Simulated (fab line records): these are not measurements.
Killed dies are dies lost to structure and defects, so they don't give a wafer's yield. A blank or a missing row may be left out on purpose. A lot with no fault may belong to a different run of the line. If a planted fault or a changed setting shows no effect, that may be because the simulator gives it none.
fab line records	flow nand_harc
[record] lots = 7	wafers = 21	last_day = 33
route steps=1302 shown P_CONTACT@234 END@1302
lots untouched by any fault: they come from a run of this same line in which no faults occurred
start_h: hours from the record's first day to the start of the lot's first wafer shown	wait_h: time in hours since the lot's previous step	" same as the row above	L1.1+2: several wafers, shown together as one row	- no value present, or no start provided	* or withheld: withheld	< > ~ a bound
route shown NAME@n: NAME is a module with steps in the file, n the number in the route of the first one	usual: mean/standard deviation taken from wafers without a fault	same: alike in all rows	chamber/n: place in a boat	sites: each site's reading	_std_site: standard deviation across them	_edge_site: the outer-site mean with the inner-site mean subtracted	radius_mm: for every site, how far away it sits from the centre of the wafer	mask NAME#n: copy n	behind: the most recent tool/chamber to have shaped the wafer	hold: the reason the lot was held/the length of the hold in hours/how it ended	device: whichever transistor did not switch (one of n, p or np)	end of line: at the end of the route, the tests of the same wafers	step lacking rows: just its recipe	killed: at the first sort, the dies lost to defects and structure; wafer yield is something else	map: a wafer's dies, marking killed ones x, the rest . and places with no die _
set.NAME: the setting the step ran with; set.NAME@STEP: the setting that earlier step ran with	model.NAME: the simulator's own value behind a step, which no gauge read
a table for each step, a row for each wafer; lots at some steps of the route
services: when a tool's chamber went out of use (start_h, in hours from the record's first day, below 0 if earlier), for how many hours, and the reason
[[steps]]
[step NHARC_P_CONTACT_INSPECT_14]
[usual] raw_defect_count = 4.0/2.1
lot.wafer	tool	chamber	start_h	wait_h	raw_defect_count
L162.1	defect_inspect-02	-	121.94	0.0	1
L162.4	"	-	"	"	3
L162.5	"	-	"	"	3
L163.2	defect_inspect-01	-	128.70	0.0	3
L163.4	"	-	"	"	3
L163.5	"	-	"	"	2
L175.2	defect_inspect-01	-	260.14	0.0	4
L175.3	"	-	"	"	10
L175.4	"	-	"	"	8
L181.2	defect_inspect-01	-	312.97	0.0	4
L181.3	"	-	"	"	1
L181.4	"	-	"	"	3
L182.2	defect_inspect-02	-	322.25	0.0	4
L182.4	"	-	"	"	2
L182.5	"	-	"	"	6
L183.4	defect_inspect-01	-	331.33	0.0	6
L183.5	"	-	"	"	5
L183.6	"	-	"	"	6
L185.4	defect_inspect-01	-	345.35	0.0	0
L185.5	"	-	"	"	4
L185.6	"	-	"	"	2
[step NHARC_P_CONTACT_DESCUM_17]
[recipe] time_s = 3	o2_flow_sccm = 200	ar_flow_sccm = 0	bias_power_w = 0	chemistry = O2
[step NHARC_P_CONTACT_ETCH_35]
[recipe] target_depth_a = 390	over_etch_frac = 0.3	time_s = 65	ion_energy_ev = 80	cf4_flow_sccm = 150	ar_flow_sccm = 0	rf_w = 300	bias_w = 100	chemistry = CF4
[step NHARC_P_CONTACT_ETCH_36]
[recipe] target_depth_a = 2600	over_etch_frac = 0.25	time_s = 406.25	ion_energy_ev = 200	n2_flow_sccm = 150	h2_flow_sccm = 150	ar_flow_sccm = 0	rf_w = 400	bias_w = 150	chemistry = N2/H2
[usual] drypump_motor_current_A = 5.3/0.44	oes_product_au = 1.000/0.0082	rf_vpp_V = 429.6/2.5	showerhead_plenum_p_Torr = 2.01/0.087	throttle_valve_pct = 14.171/0.0096
lot.wafer	tool	chamber	start_h	wait_h	drypump_motor_current_A	oes_product_au	rf_hours_counter_h	rf_vpp_V	showerhead_plenum_p_Torr	throttle_valve_pct
L162.1	rie_diel-06	0	-	-	5.4	0.995	9.8	426.8	1.97	14.181
L162.4	"	2	"	"	5.3	1.010	10.2	434.0	2.18	14.175
L162.5	"	0	"	"	5.4	0.999	-	428.3	1.97	14.161
L163.2	rie_diel-07	0	-	-	4.8	0.988	0.1	428.2	1.98	14.177
L163.4	"	2	"	"	6.1	0.996	0.1	432.3	2.10	14.169
L163.5	"	0	"	"	4.8	0.984	-	427.5	1.98	14.169
L175.3	rie_diel-07	2	-	-	6.1	1.006	3.1	431.5	2.10	14.175
L175.4	"	0	"	"	4.8	0.997	3.4	428.7	1.98	14.171
L175.2	"	1	"	"	5.0	1.000	3.3	427.6	1.90	14.162
L181.3	rie_diel-07	3	-	-	5.0	0.993	0.2	434.2	2.13	14.176
L181.4	"	1	"	"	4.9	0.985	0.3	426.3	1.90	14.172
L181.2	"	2	"	"	6.1	0.987	0.3	431.9	2.10	14.174
L182.4	rie_diel-07	0	-	-	4.8	0.995	0.7	429.0	1.97	14.166
L182.2	"	3	"	"	5.1	1.000	0.8	432.2	2.13	14.181
L182.5	"	0	"	"	4.8	0.994	-	429.0	1.97	14.177
L183.4	rie_diel-11	0	-	-	5.2	1.013	1.4	430.7	2.03	14.166
L183.6	"	0	"	"	5.2	1.010	-	429.2	2.03	14.198
L183.5	"	1	"	"	5.3	0.993	-	426.6	1.92	14.178
L185.4	rie_diel-06	0	-	-	5.4	0.982	1.6	428.6	1.96	14.150
L185.5	"	1	"	"	4.8	1.000	-	434.0	2.10	14.158
L185.6	"	2	"	"	5.3	0.999	-	434.9	2.17	14.179
[step NHARC_P_CONTACT_ETCH_18]
[recipe] target_depth_a = 4810	time_s = 240.5	c4f8_flow_sccm = 20	o2_flow_sccm = 10	ar_flow_sccm = withheld	rf_w = 600	bias_w = 1500	chemistry = C4F8/O2/Ar
[usual] oes_product_au = 0.961/0.015	rf_vpp_V = 976/5.6
lot.wafer	tool	chamber	start_h	wait_h	oes_product_au	rf_hours_counter_h	rf_vpp_V
L162.1	rie_diel-06	1	-	-	0.966	10.4	983
L162.4	"	2	"	"	0.961	10.3	987
L162.5	"	2	"	"	0.970	-	988
L163.4	rie_diel-07	3	-	-	0.974	0.2	983
L163.2	"	2	"	"	0.946	0.2	982
L163.5	"	3	"	"	0.978	-	983
L175.3	rie_diel-07	1	-	-	0.949	3.4	969
L175.4	"	3	"	"	0.972	2.7	985
L175.2	"	0	"	"	0.954	3.5	974
L181.3	rie_diel-07	3	-	-	0.970	0.5	984
L181.2	"	0	"	"	0.960	0.5	975
L181.4	"	1	"	"	0.969	0.4	969
L182.2	rie_diel-07	1	-	-	0.989	0.9	969
L182.4	"	2	"	"	0.962	0.8	983
L182.5	"	2	"	"	0.969	-	982
L183.4	rie_diel-11	3	-	-	0.959	1.7	973
L183.6	"	0	"	"	0.973	-	977
L183.5	"	1	"	"	0.972	-	971
L185.4	rie_diel-06	2	-	-	0.960	2.2	985
L185.5	"	3	"	"	0.961	-	976
L185.6	"	0	"	"	0.960	-	972
[step NHARC_P_CONTACT_STRIP_37]
[recipe] c4f8_flow_sccm = withheld	o2_flow_sccm = 8	ar_flow_sccm = withheld	bias_w = 0	chemistry = C4F8/O2/Ar
[step NHARC_P_CONTACT_ETCH_31]
[recipe] target_depth_a = 300	time_s = 85.7	ion_energy_ev = 120	over_etch_frac = 1	ch3f_flow_sccm = 50	o2_flow_sccm = 30	ar_flow_sccm = 200	rf_w = 500	bias_w = 100	chemistry = CH3F/O2
[usual] drypump_motor_current_A = 5.3/0.43	oes_product_au = 0.981/0.011	rf_vpp_V = 243.8/1.5	showerhead_plenum_p_Torr = 2.41/0.096	throttle_valve_pct = 20.662/0.0092
lot.wafer	tool	chamber	start_h	wait_h	drypump_motor_current_A	oes_product_au	rf_hours_counter_h	rf_vpp_V	showerhead_plenum_p_Torr	throttle_valve_pct
L162.1	rie_diel-06	1	-	-	4.8	0.990	10.5	245.4	2.53	20.686
L162.4	"	2	"	"	5.3	0.986	10.4	245.9	2.61	20.660
L162.5	"	0	"	"	5.4	0.979	-	242.1	2.38	20.661
L163.2	rie_diel-07	0	-	-	4.8	0.990	0.4	244.3	2.39	20.666
L163.4	"	3	"	"	5.1	1.005	0.3	245.6	2.56	20.662
L163.5	"	0	"	"	4.8	0.986	-	243.7	2.39	20.646
L175.3	rie_diel-07	3	-	-	5.1	0.981	2.8	246.9	2.56	20.663
L175.4	"	1	"	"	4.9	0.981	3.5	242.7	2.30	20.643
L175.2	"	2	"	"	6.1	0.987	3.4	244.9	2.53	20.663
L181.3	rie_diel-07	0	-	-	4.8	0.983	0.5	242.2	2.38	20.666
L181.4	"	1	"	"	4.9	0.974	0.4	241.5	2.30	20.663
L181.2	"	2	"	"	6.1	0.990	0.5	245.9	2.52	20.660
L182.2	rie_diel-07	1	-	-	4.9	0.972	1.0	242.6	2.30	20.651
L182.4	"	2	"	"	6.1	0.980	0.9	244.5	2.52	20.645
L182.5	"	1	"	"	4.9	0.975	-	242.0	2.30	20.656
L183.4	rie_diel-11	2	-	-	5.6	0.997	1.5	243.1	2.30	20.661
L183.6	"	0	"	"	5.2	1.001	-	243.9	2.45	20.664
L183.5	"	1	"	"	5.3	1.000	-	242.7	2.32	20.669
L185.4	rie_diel-06	1	-	-	4.8	0.994	2.0	246.0	2.53	20.655
L185.5	"	3	"	"	4.8	0.990	-	242.3	2.40	20.659
L185.6	"	0	"	"	5.4	0.984	-	243.4	2.37	20.670
[step NHARC_P_CONTACT_CD_MEAS_19]
[usual] cd_nm = 89.8/2
lot.wafer	tool	chamber	start_h	wait_h	cd_nm
L162.1	cd_sem-03	-	122.87	-	92.0
L162.4	"	-	"	"	89.4
L162.5	"	-	"	"	90.9
L163.2	cd_sem-03	-	129.63	-	91.0
L163.4	"	-	"	"	86.9
L163.5	"	-	"	"	91.4
L175.2	cd_sem-03	-	261.06	-	90.8
L175.3	"	-	"	"	86.9
L175.4	"	-	"	"	86.7
L181.2	cd_sem-01	-	313.91	-	89.5
L181.3	"	-	"	"	90.8
L181.4	"	-	"	"	88.5
L182.2	cd_sem-03	-	323.19	-	92.8
L182.4	"	-	"	"	90.8
L182.5	"	-	"	"	91.1
L183.4	cd_sem-03	-	332.26	-	90.5
L183.5	"	-	"	"	89.4
L183.6	"	-	"	"	90.8
L185.4	cd_sem-03	-	346.29	-	88.5
L185.5	"	-	"	"	91.8
L185.6	"	-	"	"	86.3
[step NHARC_P_CONTACT_STRIP_28]
[recipe] o2_flow_sccm = 500	ar_flow_sccm = 0	bias_w = 0	chemistry = O2
[step NHARC_P_CONTACT_STRIP_29]
[recipe] time_s = 1200	temp_c = 72.5	chemistry = post_etch_residue_remover
[step NHARC_P_CONTACT_DEGAS_38]
[recipe] temp_c = 300	time_s = 60
[usual] heater_power_w = 475/34	susceptor_temp_C = 300.00/0.2
lot.wafer	tool	chamber	start_h	wait_h	heater_power_w	susceptor_temp_C
L162.4	pvd_sputter-02	-	123.58	-	496	300.06
L162.1	"	-	"	"	499	299.82
L162.5	"	-	"	"	512	299.82
L163.4	pvd_sputter-02	-	130.34	-	492	-
L163.2	"	-	"	"	523	-
L163.5	"	-	"	"	509	-
L175.3	pvd_sputter-03	-	261.78	-	412	299.87
L175.2	"	-	"	"	457	299.65
L175.4	"	-	"	"	454	300.08
L181.3	pvd_sputter-01	-	314.62	-	491	-
L181.2	"	-	"	"	458	-
L181.4	"	-	"	"	449	-
L182.2	pvd_sputter-02	-	323.89	-	454	300.09
L182.4	"	-	"	"	452	300.16
L182.5	"	-	"	"	454	299.89
L183.4	pvd_sputter-02	-	332.97	-	523	300.25
L183.5	"	-	"	"	450	299.67
L183.6	"	-	"	"	528	300.09
L185.4	pvd_sputter-03	-	347.01	-	439	300.26
L185.6	"	-	"	"	457	299.85
L185.5	"	-	"	"	505	299.68
[step NHARC_P_CONTACT_PRE_CLEAN_39]
[recipe] time_s = 19.5	bias_v = 250	gas = Ar
[step NHARC_P_CONTACT_PVD_32]
[recipe] target_thk_a = 50	chamber_pressure_pa = 5	power_w = 5000	substrate_temp_c = 200	time_s = 17.7	material = Ti
[usual] throttle_valve_pct = 29.9/0.87
lot.wafer	tool	chamber	start_h	wait_h	throttle_valve_pct
L162.4	pvd_sputter-02	-	123.70	-	29.9
L162.1	"	-	"	"	29.3
L162.5	"	-	"	"	30.5
L163.4	pvd_sputter-02	-	130.47	-	30.8
L163.2	"	-	"	"	29.8
L163.5	"	-	"	"	30.9
L175.4	pvd_sputter-03	-	261.90	-	30.7
L175.2	"	-	"	"	28.1
L175.3	"	-	"	"	29.0
L175.4	pvd_sputter-03	-	262.16	-	30.6
L175.2	"	-	"	"	28.4
L175.3	"	-	"	"	28.9
L181.4	pvd_sputter-01	-	314.75	-	31.5
L181.2	"	-	"	"	29.7
L181.3	"	-	"	"	30.0
L181.4	pvd_sputter-01	-	315.00	-	31.2
L181.2	"	-	"	"	29.7
L181.3	"	-	"	"	30.1
L182.4	pvd_sputter-02	-	324.02	-	28.8
L182.2	"	-	"	"	31.1
L182.5	"	-	"	"	31.0
L182.4	pvd_sputter-02	-	324.28	-	28.7
L182.2	"	-	"	"	31.0
L182.5	"	-	"	"	31.1
L183.4	pvd_sputter-02	-	333.13	-	29.8
L183.5	"	-	"	"	28.5
L183.6	"	-	"	"	31.1
L185.4	pvd_sputter-03	-	347.12	-	29.9
L185.6	"	-	"	"	30.2
L185.5	"	-	"	"	30.9
[step NHARC_P_CONTACT_ALD_22]
[recipe] target_thk_a = 30	pulse_time_s = 1	ald_cycles = 150	temp_c = 450	material = TiN
[usual] heater_power_w = 1053/78	precursor_pulse_height_rel = 1.000/0.02	susceptor_temp_C = 449.97/0.23
lot.wafer	tool	chamber	start_h	wait_h	heater_power_w	precursor_pulse_height_rel	susceptor_temp_C
L162.1	ald_metal-03	2	123.85	-	1153	1.006	449.86
L162.5	"	1	"	"	1106	1.004	449.67
L162.4	"	2	"	"	1164	0.985	449.80
L163.2	ald_metal-04	0	130.61	-	917	0.995	450.14
L163.4	"	3	"	"	1107	1.006	450.06
L163.5	"	2	"	"	1005	0.978	450.16
L175.2	ald_metal-04	0	262.29	-	904	0.984	450.08
L175.3	"	1	"	"	953	1.000	450.18
L175.4	"	3	"	"	1077	0.991	450.16
L181.2	ald_metal-04	3	315.14	-	1099	0.985	450.51
L181.4	"	1	"	"	884	1.022	449.85
L181.3	"	2	"	"	1076	1.029	449.76
L182.2	ald_metal-03	3	324.45	-	1087	1.034	450.08
L182.4	"	0	"	"	1017	1.018	450.34
L182.5	"	2	"	"	1179	1.001	450.02
L183.4	ald_metal-01	1	333.25	-	1122	1.018	449.93
L183.6	"	3	"	"	1121	1.024	449.60
L183.5	"	0	"	"	1046	0.955	450.41
L185.4	ald_metal-01	3	347.29	-	1096	1.009	449.84
L185.6	"	2	"	"	1083	0.989	450.43
L185.5	"	3	"	"	1121	1.045	449.81
[step NHARC_END_SORT_01]
[recipe] temp_c = 25
[usual] killed_at_array = 65/19	killed_at_other = 0.9/1.1	killed_at_periphery = 3.5/2.3	killed_dies = 69/19	killed_open = 3.2/1.8	killed_short = 2.4/1.5
[same] gross_dies = 677
lot.wafer	tool	chamber	start_h	wait_h	killed_at_array	killed_at_other	killed_at_periphery	killed_dies	killed_open	killed_short
L162.1	prober-01	0	573.96	2.5	60	1	2	63	4	4
L162.4	prober-01	0	576.35	3.4	65	0	4	69	4	3
L162.5	prober-01	0	577.14	3.7	67	0	2	69	4	3
L163.2	prober-02	0	578.28	2.8	44	0	4	48	6	3
L163.4	prober-02	0	579.87	3.4	42	1	5	48	3	2
L163.5	prober-02	0	580.67	3.7	41	0	9	50	2	2
L175.2	prober-02	0	715.55	2.8	39	1	3	43	1	0
L175.3	prober-02	0	716.36	3.1	51	1	7	59	4	3
L175.4	prober-02	0	717.17	3.4	56	1	5	62	2	5
L181.2	prober-02	0	772.94	2.8	73	4	6	83	5	2
L181.4	prober-02	0	774.53	3.4	77	5	1	83	1	4
L183.4	prober-01	0	774.53	3.4	54	3	6	63	2	1
L183.5	prober-01	0	775.33	3.7	51	1	4	56	2	2
L183.6	prober-01	0	776.13	4.0	48	0	5	53	2	2
L182.2	prober-02	0	780.72	2.8	54	0	1	55	3	1
L182.4	prober-02	0	782.30	3.4	67	1	4	72	4	1
L182.5	prober-02	0	783.10	3.7	73	0	7	80	3	2
L185.4	prober-01	0	795.60	3.4	53	0	1	54	2	2
L185.5	prober-01	0	796.39	3.7	51	2	2	55	2	2
L185.6	prober-01	0	797.18	4.0	71	2	1	74	2	2
// killed by level:class
L162.1 A_CHANNEL_HOLE_D1:chamber_film_flake=29 A_CHANNEL_HOLE_D2:chamber_film_flake=20 A_M1:geometric_particle:short=2 A_CONTACT:chamber_film_flake=2 P_CONTACT:geometric_particle:open=1 P_M0:geometric_particle:open=1 A_CHANNEL_FILL_D2:geometric_particle:short=1 A_CHANNEL_FILL_D2:geometric_particle:open=1
L162.4 A_CHANNEL_HOLE_D1:chamber_film_flake=31 A_CHANNEL_HOLE_D2:chamber_film_flake=20 A_M1:chamber_film_flake=3 P_CONTACT:geometric_particle:open=2 P_GATE:chamber_film_flake=2 A_CHANNEL_FILL_D2:chamber_film_flake=2 A_CONTACT:chamber_film_flake=2 A_SOURCE_PLATE:geometric_particle:open=1
L162.5 A_CHANNEL_HOLE_D1:chamber_film_flake=28 A_CHANNEL_HOLE_D2:chamber_film_flake=26 A_STAIRCASE:chamber_film_flake=3 A_WL_FILL:geometric_particle:short=2 A_WL_FILL:geometric_particle:open=2 A_M1:chamber_film_flake=2 P_CONTACT:geometric_particle:open=1 A_ONON_D1:geometric_particle:open=1
L163.2 A_SLIT:chamber_film_flake=27 A_WL_FILL:geometric_particle:open=5 A_CHANNEL_HOLE_D2:chamber_film_flake=4 A_WL_FILL:chamber_film_flake=3 P_STI:chamber_film_flake=2 A_ONON_D1:geometric_particle:short=1 A_WL_FILL:geometric_particle:short=1 A_CONTACT:geometric_particle:open=1
L163.4 A_SLIT:chamber_film_flake=21 A_CHANNEL_HOLE_D2:chamber_film_flake=7 P_CONTACT:chamber_film_flake=4 A_STAIRCASE:chamber_film_flake=3 A_CONTACT:chamber_film_flake=3 A_ONON_D1:geometric_particle:open=2 A_CONTACT:unspecified=2 P_M1:geometric_particle:short=1
L163.5 A_SLIT:chamber_film_flake=21 P_CONTACT:chamber_film_flake=7 A_CHANNEL_HOLE_D2:chamber_film_flake=6 A_CONTACT:chamber_film_flake=3 A_CHANNEL_FILL_D1:chamber_film_flake=2 A_STAIRCASE:chamber_film_flake=2 P_M0:geometric_particle:open=1 A_ONON_D1:geometric_particle:open=1
L175.2 A_CHANNEL_HOLE_D2:chamber_film_flake=18 A_SGD_CUT:chamber_film_flake=6 A_CHANNEL_HOLE_D1:chamber_film_flake=4 A_WL_FILL:chamber_film_flake=4 A_CHANNEL_FILL_D2:chamber_film_flake=2 A_CONTACT:chamber_film_flake=2 P_CONTACT:geometric_particle:open=1 P_ZERO_WELL:chamber_film_flake=1
L175.3 A_CHANNEL_HOLE_D2:chamber_film_flake=24 P_GATE:chamber_film_flake=6 A_CHANNEL_HOLE_D1:chamber_film_flake=6 A_WL_FILL:chamber_film_flake=4 A_CONTACT:chamber_film_flake=4 A_SGD_CUT:chamber_film_flake=3 A_SOURCE_PLATE:geometric_particle:short=2 P_STI:geometric_particle:open=1
L175.4 A_CHANNEL_HOLE_D2:chamber_film_flake=18 A_CHANNEL_HOLE_D1:chamber_film_flake=12 A_CONTACT:chamber_film_flake=6 P_GATE:chamber_film_flake=5 A_SGD_CUT:chamber_film_flake=5 A_SLIT:chamber_film_flake=3 A_WL_FILL:chamber_film_flake=3 A_SOURCE_PLATE:geometric_particle:short=1
L181.2 A_CHANNEL_HOLE_D1:chamber_film_flake=38 A_CHANNEL_HOLE_D2:chamber_film_flake=19 A_CONTACT:chamber_film_flake=5 THIN_TSV:chamber_film_flake=4 A_SLIT:chamber_film_flake=4 P_CONTACT:chamber_film_flake=2 P_CONTACT:geometric_particle:open=1 A_CHANNEL_FILL_D2:geometric_particle:short=1
L183.4 A_CHANNEL_HOLE_D2:chamber_film_flake=29 A_CHANNEL_HOLE_D1:chamber_film_flake=13 A_SLIT:chamber_film_flake=6 THIN_TSV:chamber_film_flake=3 P_GATE:chamber_film_flake=2 P_BONDPAD:chamber_film_flake=2 A_STAIRCASE:chamber_film_flake=2 A_CONTACT:chamber_film_flake=2
L181.4 A_CHANNEL_HOLE_D1:chamber_film_flake=34 A_CHANNEL_HOLE_D2:chamber_film_flake=23 A_SLIT:chamber_film_flake=5 THIN_TSV:chamber_film_flake=5 A_CONTACT:chamber_film_flake=4 A_ONON_D2:geometric_particle:short=2 A_WL_FILL:chamber_film_flake=2 A_CHANNEL_FILL_D1:geometric_particle:open=1
L183.5 A_CHANNEL_HOLE_D2:chamber_film_flake=22 A_CHANNEL_HOLE_D1:chamber_film_flake=15 A_STAIRCASE:chamber_film_flake=5 A_SLIT:chamber_film_flake=3 A_ONON_D1:geometric_particle:short=1 A_DECK1_JOINT:geometric_particle:open=1 A_STAIRCASE:geometric_particle:open=1 A_WL_FILL:geometric_particle:short=1
L183.6 A_CHANNEL_HOLE_D2:chamber_film_flake=19 A_CHANNEL_HOLE_D1:chamber_film_flake=11 A_SLIT:chamber_film_flake=10 P_M2:chamber_film_flake=2 A_STAIRCASE:chamber_film_flake=2 A_CONTACT:chamber_film_flake=2 P_BONDPAD:geometric_particle:open=1 A_ONON_D1:geometric_particle:short=1
L182.2 A_SLIT:chamber_film_flake=31 A_CHANNEL_HOLE_D1:chamber_film_flake=6 A_CHANNEL_HOLE_D2:chamber_film_flake=4 A_CONTACT:chamber_film_flake=4 A_STAIRCASE:chamber_film_flake=3 A_DECK1_JOINT:chamber_film_flake=2 A_DECK1_JOINT:geometric_particle:short=1 A_ONON_D2:geometric_particle:open=1
L182.4 A_SLIT:chamber_film_flake=34 A_CHANNEL_HOLE_D1:chamber_film_flake=13 A_CHANNEL_HOLE_D2:chamber_film_flake=7 A_STAIRCASE:chamber_film_flake=5 P_CONTACT:chamber_film_flake=2 A_CONTACT:chamber_film_flake=2 A_ONON_D2:geometric_particle:short=1 A_CHANNEL_HOLE_D2:geometric_particle:open=1
L182.5 A_SLIT:chamber_film_flake=40 A_CHANNEL_HOLE_D1:chamber_film_flake=19 A_CONTACT:chamber_film_flake=5 A_STAIRCASE:chamber_film_flake=4 P_GATE:chamber_film_flake=3 P_M0:geometric_particle:open=2 A_CHANNEL_HOLE_D2:chamber_film_flake=2 P_CONTACT:geometric_particle:short=1
L185.4 A_CHANNEL_HOLE_D2:chamber_film_flake=30 A_CONTACT:chamber_film_flake=8 A_SLIT:chamber_film_flake=7 A_STAIRCASE:chamber_film_flake=2 A_ONON_D1:geometric_particle:short=1 A_DECK1_JOINT:geometric_particle:open=1 A_CHANNEL_HOLE_D2:geometric_particle:open=1 A_M0:geometric_particle:short=1
L185.5 A_CHANNEL_HOLE_D2:chamber_film_flake=24 A_SLIT:chamber_film_flake=9 A_CONTACT:chamber_film_flake=7 A_CHANNEL_FILL_D1:chamber_film_flake=2 A_STAIRCASE:chamber_film_flake=2 A_BLC:chamber_film_flake=2 THIN_TSV:chamber_film_flake=2 P_CONTACT:geometric_particle:open=1
L185.6 A_CHANNEL_HOLE_D2:chamber_film_flake=33 A_SLIT:chamber_film_flake=13 A_CONTACT:chamber_film_flake=10 A_STAIRCASE:chamber_film_flake=4 A_CHANNEL_FILL_D1:chamber_film_flake=3 A_CHANNEL_HOLE_D2:geometric_particle:short=2 A_DECK1_JOINT:chamber_film_flake=2 THIN_TSV:chamber_film_flake=2
[[services]]
tool	chamber	start_h	hours	kind
pvd_sputter-02	-	104.45	10.0	pm
ald_metal-04	1	105.78	89.3	repair
rie_diel-07	-	117.20	9.0	pm
ald_metal-04	-	118.00	10.0	pm
rie_diel-06	-	130.22	9.0	pm
pvd_sputter-03	-	135.98	6.1	repair
rie_diel-06	-	163.10	2.6	repair
rie_diel-07	3	166.02	8.9	repair
pvd_sputter-03	-	170.26	10.0	pm
rie_diel-06	1	181.75	4.7	repair
rie_diel-06	0	186.77	7.7	repair
rie_diel-07	1	187.59	3.4	repair
rie_diel-07	-	191.11	0.8	repair
rie_diel-06	1	192.74	4.4	repair
pvd_sputter-03	-	204.12	4.1	repair
rie_diel-06	1	207.79	1.9	repair
rie_diel-07	3	225.28	14.1	repair
pvd_sputter-02	-	225.95	10.9	repair
rie_diel-06	2	233.21	12.9	repair
rie_diel-07	0	274.78	9.3	repair
pvd_sputter-02	-	282.45	10.0	pm
rie_diel-07	-	294.20	9.0	pm
rie_diel-06	-	307.22	9.0	pm
rie_diel-07	1	330.35	17.6	repair
[[key]]
[first_sign] step = NHARC_P_CONTACT_PVD_32	reading = visit	direction = added
effect none on later readings
met_at NHARC_P_CONTACT_PVD_32
struck_wafers L175.2,L175.3,L175.4,L181.2,L181.3,L181.4,L182.2,L182.4,L182.5
tester_left_out L175,L181,L182
[fault] kind = repeated_step_whole	tool = pvd_sputter-01,pvd_sputter-02,pvd_sputter-03	chamber = -	onset_h = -	steps = NHARC_P_CONTACT_PVD_32	times = 1	scope = struck_lots_only
// tester_left_out: of these lots the tester's yield and bins aren't shown, on N5 and GAA mostly nor the transistor test; their killed dies are dies lost to structure and defects alone, not to doping, threshold or leakage, so they don't give the yield
